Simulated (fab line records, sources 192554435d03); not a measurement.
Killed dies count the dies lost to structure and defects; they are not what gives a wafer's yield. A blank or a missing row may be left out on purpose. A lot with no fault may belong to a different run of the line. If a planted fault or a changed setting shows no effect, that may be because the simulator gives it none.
A lot that was struck, set against a sound lot || flow n5-finfet || 29 out of 1938 route steps
Sound: the wafers L764.1, L764.2, L764.4. Wafers L762.4, L762.6 were the ones struck. The cause is given at the end.
Each step with rows lists, per side, the tool, then ch with its chambers, then its first start. Under that, the readings that differ: sound wafers || struck wafers || difference of the means || sigmas: that difference in standard deviations of wafers without a fault.
alike: readings whose means differ by less than 2 such deviations, and words and numbers that are the same on both sides. not compared: withheld readings, readings that some wafer has no value for, bounds like >300 that may hide the same value, and numbers for which the record gives no deviation and whose values overlap.
The two part at a step that has a row with sigmas, a row that says differs or no value, or rows on one side only. When numbers do not overlap yet have no deviation, they are printed without sigmas and do not part them. A reading missing from all wafers of one side parts the sides only when that side holds two or more wafers.

first, 9 steps without rows for these wafers: N5_BEOL_M0_SAQP_EXPOSE_37 (exposes mask M0 CUT1, target cd 30 nm); N5_BEOL_M0_SAQP_PEB_38 (peb time 60 s); N5_BEOL_M0_SAQP_DEVELOP_39 (develop time 30 s); N5_BEOL_M0_SAQP_DESCUM_45 (chemistry O2, time 7 s); N5_BEOL_M0_SAQP_ETCH_88 (etches underlayer in N2/H2, target depth 6.5 nm, time 5.2 s); N5_BEOL_M0_SAQP_ETCH_73 (etches SiARC in CF4, target depth 19.5 nm, time 32.5 s); N5_BEOL_M0_SAQP_CUT_ETCH_46 (etches SOC in N2/H2, target depth 135 nm, overetch 27 nm, time 202.5 s); N5_BEOL_M0_SAQP_STRIP_74 (strips in N2/H2); N5_BEOL_M0_SAQP_STRIP_89 (strips in N2/H2).
N5_BEOL_M0_SAQP_ALD_48: deposits SiO2, target thk 20 nm, pulse time 1 s, co reactant pulse time 1 s.
  sound on ald-sin-03 ch 0,2,3, day 10 20:13; struck on ald-sin-04 ch 2,3, day 10 09:40
{"reading": "ald-cycles", "sound": "139 139 139", "struck": "97 97", "difference": -42, "sigmas": ""}
{"reading": "model.SiO2_of_BEOL_M0_SAQP_ALD_48.thk-nm (nm)", "sound": "20 20.2 20.2", "struck": "14 14", "difference": -6, "sigmas": ""}
  alike: heater-power-w, precursor-pulse-height-rel
then, 15 steps without rows for these wafers: N5_BEOL_M0_SAQP_ETCH_49 (etches SiO2 in CF4/O2, target depth 37 nm); N5_BEOL_M0_SAQP_STRIP_75 (strips in CF4); N5_BEOL_M0_CUTY_COAT_50 (time 60 s, resist thk 15 nm); N5_BEOL_M0_CUTY_COAT_51 (resist thk 150 nm); N5_BEOL_M0_CUTY_EBR_52; N5_BEOL_M0_CUTY_SOFTBAKE_53 (time 60 s); N5_BEOL_M0_CUTY_EXPOSE_54 (exposes mask M0 ABLK); N5_BEOL_M0_CUTY_PEB_55 (peb time 60 s); N5_BEOL_M0_CUTY_DEVELOP_56 (develop time 30 s); N5_BEOL_M0_CUTY_DESCUM_61 (chemistry O2, time 7.9 s); N5_BEOL_M0_CUTY_ETCH_62 (etches SiARC in CF4, time 58.5 s); N5_BEOL_M0_CUTY_ETCH_63 (etches SOC in N2/H2, target depth 82.7 nm, overetch 16.5 nm, time 124 s); N5_BEOL_M0_CUTY_STRIP_64 (strips in N2/H2); N5_BEOL_M0_ETCH_138 (etches SiCN in CH3F/O2, target depth 12 nm, time 31.6 s); N5_BEOL_M0_HM_OPEN_105 (chemistry Cl2/BCl3, target TiN, target depth 12 nm).
N5_BEOL_M0_STRIP_140: strips in CF4.
  sound on rie-diel-06 ch 0,1,2, day 10 21:54; struck on rie-diel-06 ch 0,1, day 10 11:33
{"reading": "rf-hours-counter-h (h)", "sound": "38 58 2", "struck": "- -", "difference": "no value on the struck wafers", "sigmas": ""}
{"reading": "model.SiO2_of_BEOL_M0_SAQP_ALD_48.thk-nm (nm)", "sound": "11.2 12 11.6", "struck": "8 8", "difference": -4, "sigmas": ""}
  alike: drypump-motor-current-A, oes-product-au, rf-fwd-power-W, rf-vpp-V, showerhead-plenum-p-Torr, throttle-valve-pct
then, 1 step without rows for these wafers: N5_BEOL_M0_STRIP_104 (strips in N2/H2).
-- record jumps: 3 days separate the struck wafers' starts on either side; left off in module BEOL_M0, taken up again in module BEOL_M4, whose first shown step is the route's number 1111 --
N5_BEOL_M4_RC_MEAS_101:
  sound on prober-01 ch 0, day 14 03:54; struck on prober-01 ch 0, day 13 17:04
{"reading": "SS_P (mV/dec)", "sound": "72.1 73.8 72.9", "struck": "74.3 74.7", "difference": "+1.6", "sigmas": "+2"}
  alike: DIBL_N, DIBL_P, IOFF_N, IOFF_P, ION_N, ION_P, SS_N, VT_N, VT_P
N5_PASSIVATION_PROBE_49:
  the record has rows for the sound wafers here (prober-01, day 19 02:58) and none for the struck ones

== WHERE THEY PART ==
First at N5_BEOL_M0_STRIP_140; last, within this record, at N5_PASSIVATION_PROBE_49.

WHY: whatever the simulator had introduced
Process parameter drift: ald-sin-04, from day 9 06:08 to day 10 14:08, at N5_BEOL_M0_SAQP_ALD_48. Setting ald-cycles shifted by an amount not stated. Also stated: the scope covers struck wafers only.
